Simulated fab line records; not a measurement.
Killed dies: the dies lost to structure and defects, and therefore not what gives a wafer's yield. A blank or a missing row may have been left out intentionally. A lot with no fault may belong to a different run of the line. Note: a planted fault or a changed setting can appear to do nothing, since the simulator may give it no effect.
Chamber matching ; flow n5-finfet ; 4 sister chambers for N5_BEOL_M13_TRENCH_ETCH_34 on rie-diel-02
The step etches SiOC in C4F8/O2/Ar, target depth 413.47 nm, time 162.6 s. 8 wafers are shown with their chamber, then 7 later ones without.

## WAFERS, EACH WITH ITS CHAMBER
wafer;chamber;showerhead-plenum-p-Torr (Torr);throttle-valve-pct (%)
L076.1;3;3.32;23.92
L078.3;3;3.32;23.90
L078.5;0;3.55;24.74
L084.1;0;3.54;24.76
L084.5;2;3.37;24.08
L084.6;1;3.30;24.20
L086.1;1;3.29;24.22
L086.2;2;3.37;24.09

## WAFERS WITHOUT THEIR CHAMBER
wafer;showerhead-plenum-p-Torr (Torr);throttle-valve-pct (%)
L086.4;3.54;24.76
L089.1;3.36;24.10
L089.3;3.31;23.95
L089.4;3.29;24.21
L087.1;3.31;23.93
L087.5;3.54;24.76
L087.6;3.31;23.94

## CHAMBER TAKEN BY EACH
wafer;from the rows above;in truth
L086.4;0;0
L089.1;2;2
L089.3;3;3
L089.4;1;1
L087.1;3;3
L087.5;0;0
L087.6;3;3
7 of 7 placed correctly. Left unplaced by these rows: 0. Number placed wrongly: 0.
How it was worked out, from the rows above alone: a wafer's distance from a chamber is the root of the sum, over the readings, of the square of ((its reading less the chamber's mean) divided by the reading's scatter). If the next closest chamber is less than 2 further off than the closest, the wafer can't be placed; otherwise it belongs to the closest. A chamber's mean is the mean of its shown wafers. The scatter: the root of (the sum of the squares of (reading less its chamber's mean) over the shown wafers, divided by (wafers less chambers)).
